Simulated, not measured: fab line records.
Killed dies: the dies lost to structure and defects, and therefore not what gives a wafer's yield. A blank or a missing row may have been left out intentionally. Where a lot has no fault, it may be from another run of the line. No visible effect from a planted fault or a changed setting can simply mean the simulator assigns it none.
Split-lot study	flow n5Finfet	route with 1938 steps; 7 lots, 21 wafers read

## THE SPLIT
At N5_SD_EPI_P_EXPOSE_06 (exposes mask SD P BLK, target cd 240 nm), the setting doseMj was moved away from the recipe's 39.5 on 7 of the 21 wafers read, by -6.7% to +4.4%. The other wafers ran this setting at the recipe's value.

## SPLIT TO READING: what lies between them in the file, 1 step
- N5_SD_EPI_P_DEVELOP_08: develop time 30 s (also split here: developTimeS)

## THE READING
Shown in nm: cdNm at N5_SD_EPI_P_CD_MEAS_09, with target cd 240 nm. A value of 240.3 nm with a standard deviation of 0.89 nm is what fault-free wafers of this fab line usually give.

wafer	tool, chamber at the split	doseMj as run	against the recipe	cdNm, nm	against lot-mates on the recipe
L075.1	arfiScanner-03, 0	41.23	+4.4%	244.1	+3.4
L075.3	arfiScanner-03, 0	41.23	+4.4%	243.5	+2.8
L075.6	arfiScanner-03, 0	39.5	recipe	240.7	-
L076.4	arfiScanner-01, 0	36.95	-6.5%	235.7	no lot-mate on the recipe
L076.5	arfiScanner-01, 0	36.95	-6.5%	234.9	no lot-mate on the recipe
L076.6	arfiScanner-01, 0	36.95	-6.5%	236.4	no lot-mate on the recipe
L084.1	arfiScanner-03, 0	39.5	recipe	238.8	-
L084.2	arfiScanner-03, 0	39.5	recipe	237.8	-
L084.3	arfiScanner-03, 0	39.5	recipe	239.0	-
L087.1	arfiScanner-02, 0	39.5	recipe	242.0	-
L087.2	arfiScanner-02, 0	39.5	recipe	242.5	-
L087.6	arfiScanner-02, 0	39.5	recipe	242.1	-
L090.1	arfiScanner-01, 0	36.87	-6.7%	233.6	-5.8
L090.3	arfiScanner-01, 0	39.5	recipe	239.1	-
L090.6	arfiScanner-01, 0	39.5	recipe	239.7	-
L092.2	arfiScanner-01, 0	39.5	recipe	239.4	-
L092.3	arfiScanner-01, 0	39.5	recipe	239.0	-
L092.6	arfiScanner-01, 0	41.24	+4.4%	240.6	+1.4
L097.1	arfiScanner-02, 0	39.5	recipe	239.8	-
L097.5	arfiScanner-02, 0	39.5	recipe	239.8	-
L097.6	arfiScanner-02, 0	39.5	recipe	241.1	-

THE FIT
A straight line over all 21 wafers: cdNm changes by +0.712 nm for each +1% of doseMj; r = +0.86; the points scatter about the line by 1.4 nm.
The same after taking each lot's own level away (the mean of its wafers on the recipe; 18 wafers): +0.715 nm for each +1%; r = +0.94; scatter 0.62 nm.
Per that fit: largest doseMj move, reading shift of 4.8 nm.
Across the lots, their own levels run from 238.53 to 242.20 nm, a range of 4.1 times the standard deviation given above.
The two slopes are in agreement: the lot-to-lot level therefore moves the slope only a little.
Check: for one of the wafers moved furthest among these (-6.7%), held out of the fit, the line's prediction against its lot-mates is -3.84 nm. Against them it came out at -5.8 nm.

## THESE WAFERS: OTHER SPLITS
Other splits were also applied to these wafers ahead of the reading. Each is held against what the fit with the lots' levels taken away leaves over:
other split on the same wafers	wafers away from the commonest value	r with cdNm (lot level and that fit taken away)
N5_DUMMY_GATE_ETCH_37 sourceW	8	+0.13
N5_SD_EPI_P_DEVELOP_08 developTimeS	9	+0.43

## THE WHOLE CHAIN: every reading that the file lists as answering this split, in the file's order
step	what it does	reading	change (the file's fit)	r (the file's)
N5_SD_EPI_P_CD_MEAS_09	target cd 240 nm	cdNm	+0.703 nm for each +1% of the setting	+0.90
N5_SD_EPI_P_DESCUM_14	chemistry O2, time 7.9 s	SD_EPI_P.cdNm (the simulator's own value, which no gauge read)	+0.776 nm for each +1% of the setting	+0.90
N5_SD_EPI_P_ETCH_36	etches SiARC in CF4, target depth 45.5 nm, time 75.8 s	SD_EPI_P.cdNm (the simulator's own value, which no gauge read)	+0.685 nm for each +1% of the setting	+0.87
N5_SD_EPI_P_ETCH_37	etches SOC in N2/H2, overetch 108 nm, time 486 s	SD_EPI_P.cdNm (the simulator's own value, which no gauge read)	+0.64 nm for each +1% of the setting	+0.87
N5_SD_EPI_P_ETCHBACK_46	etches SiNx in CH3F/O2, stops on SiO2, target depth 17.5 nm	SD_EPI_P.cdNm (the simulator's own value, which no gauge read)	+0.646 nm for each +1% of the setting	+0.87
N5_SD_EPI_P_ETCH_16	etches SiO2 in CHF3/O2, target depth 5 nm	SD_EPI_P.cdNm (the simulator's own value, which no gauge read)	+0.659 nm for each +1% of the setting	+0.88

## FILE'S OWN FIT
cdNm changes by +0.703 nm for each +1% of doseMj, r = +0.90.
